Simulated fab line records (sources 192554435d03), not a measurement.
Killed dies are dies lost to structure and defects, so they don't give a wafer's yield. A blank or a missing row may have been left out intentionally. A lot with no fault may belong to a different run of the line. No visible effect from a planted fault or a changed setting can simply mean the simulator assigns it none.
Lot-split experiment -- flow n5_finfet -- 21 wafers read across 7 lots, on a route 1938 steps long

THE SPLIT
At N5_BEOL_M5_COAT_66 (time 60 s, resist thk 12 nm), the setting spin_rpm was moved away from the recipe's 1500 rpm on 8 of the 21 wafers read, by -5.7% to +8.9%. All remaining wafers had this setting at the recipe value.

FROM THE SPLIT TO THE READING: what the file shows between them, 8 steps
- N5_BEOL_M5_COAT_22: resist thk 30 nm (also split here: spin_rpm)
- N5_BEOL_M5_EBR_24
- N5_BEOL_M5_SOFTBAKE_23: time 60 s
- N5_BEOL_M5_EXPOSE_25: exposes mask V4, defocus 10 nm
- N5_BEOL_M5_PEB_26: peb time 60 s
- N5_BEOL_M5_DEVELOP_27: develop time 30 s
- N5_BEOL_M5_DESCUM_33: chemistry O2, time 7 s
- N5_BEOL_M5_ETCH_75: etches underlayer in N2/H2, target depth 6.5 nm, time 5.2 s

THE READING
etch.depth_nm (the simulator's own value, which no gauge read), in nm, at N5_BEOL_M5_ETCH_67 (etches SiARC in CF4, target depth 15.6 nm, time 26 s). No usual value for it is given in the file. The 13 wafers here that ran the recipe average 12.00 nm, standard deviation 0.033 nm.

wafer,"tool, chamber at the split","spin_rpm as run, rpm",against the recipe,"etch.depth_nm, nm",against lot-mates on the recipe
L075.3,"litho_track-02, 0",1500,recipe,12.01,-
L075.4,"litho_track-02, 0",1569,+4.6%,11.72,-0.28
L075.6,"litho_track-02, 0",1500,recipe,12,-
L076.2,"litho_track-03, 0",1450,-3.3%,12.17,+0.23
L076.3,"litho_track-03, 0",1500,recipe,11.93,-
L076.5,"litho_track-03, 0",1500,recipe,11.95,-
L078.3,"litho_track-03, 0",1500,recipe,11.98,-
L078.4,"litho_track-03, 0",1414,-5.7%,12.35,+0.37
L078.6,"litho_track-03, 0",1414,-5.7%,12.31,+0.33
L081.1,"litho_track-01, 0",1500,recipe,12.01,-
L081.2,"litho_track-01, 0",1500,recipe,11.99,-
L081.5,"litho_track-01, 0",1625,+8.3%,11.48,-0.52
L086.1,"litho_track-03, 0",1500,recipe,12.01,-
L086.2,"litho_track-03, 0",1500,recipe,12.01,-
L086.4,"litho_track-03, 0",1500,recipe,11.99,-
L087.1,"litho_track-02, 0",1500,recipe,12.03,-
L087.3,"litho_track-02, 0",1500,recipe,12.06,-
L087.4,"litho_track-02, 0",1634,+8.9%,11.54,-0.51
L096.3,"litho_track-01, 0",1597,+6.5%,11.66,-0.38
L096.4,"litho_track-01, 0",1500,recipe,12.04,-
L096.5,"litho_track-01, 0",1597,+6.5%,11.65,-0.39

FIT RESULTS
A straight line over all 21 wafers: etch.depth_nm changes by -0.0561 nm for each +1% of spin_rpm; r = -0.99; the points scatter about the line by 0.034 nm.
The same after taking each lot's own level away (the mean of its wafers on the recipe; 21 wafers): -0.0603 nm for each +1%; r = -1.00; scatter 0.015 nm.
The reading moves by 0.54 nm for the largest change in spin_rpm, on that fit.
Measured against the standard deviation above, the lots' own levels, which go from 11.940 to 12.045 nm, span 3.1 times it.
The two slopes agree, so the slope changes little with the lot-to-lot level.
Check: for one of the wafers moved furthest among these (+8.9%), held out of the fit, the line's prediction against its lot-mates is -0.547 nm. Against them it came out at -0.505 nm.

FURTHER SPLITS ON THESE WAFERS
Before the reading, these wafers also passed through other splits. Each is held against what the fit with the lots' levels taken away leaves over:
other split on the same wafers,wafers away from the commonest value,r with etch.depth_nm (lot level and that fit taken away)
N5_BEOL_M0_ETCH_109 bias_w,8,+0.07
N5_BEOL_M1_HM_DEP_02 target_thk_a,7,+0.07
N5_BEOL_M1_COAT_61 spin_rpm,7,-0.13
N5_BEOL_M1_DEP_57 time_s,8,-0.23
N5_BEOL_M3_COAT_67 spin_rpm,3,-0.11
N5_BEOL_M3_COAT_22 spin_rpm,5,+0.29
N5_BEOL_M5_COAT_22 spin_rpm,10,+0.24

THE WHOLE CHAIN: every reading that the file lists as answering this split, in the file's order
step,what it does,reading,change (the file's fit),r (the file's)
N5_BEOL_M5_COAT_66,"time 60 s, resist thk 12 nm","SiARC_of_BEOL_M5_COAT_66.thk_nm (the simulator's own value, which no gauge read)",-0.0587 nm for each +1% of the setting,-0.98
N5_BEOL_M5_ETCH_67,"etches SiARC in CF4, target depth 15.6 nm, time 26 s","etch.depth_nm (the simulator's own value, which no gauge read)",-0.0603 nm for each +1% of the setting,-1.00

THE FILE'S OWN FIT
etch.depth_nm changes by -0.0603 nm for each +1% of spin_rpm, r = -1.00.
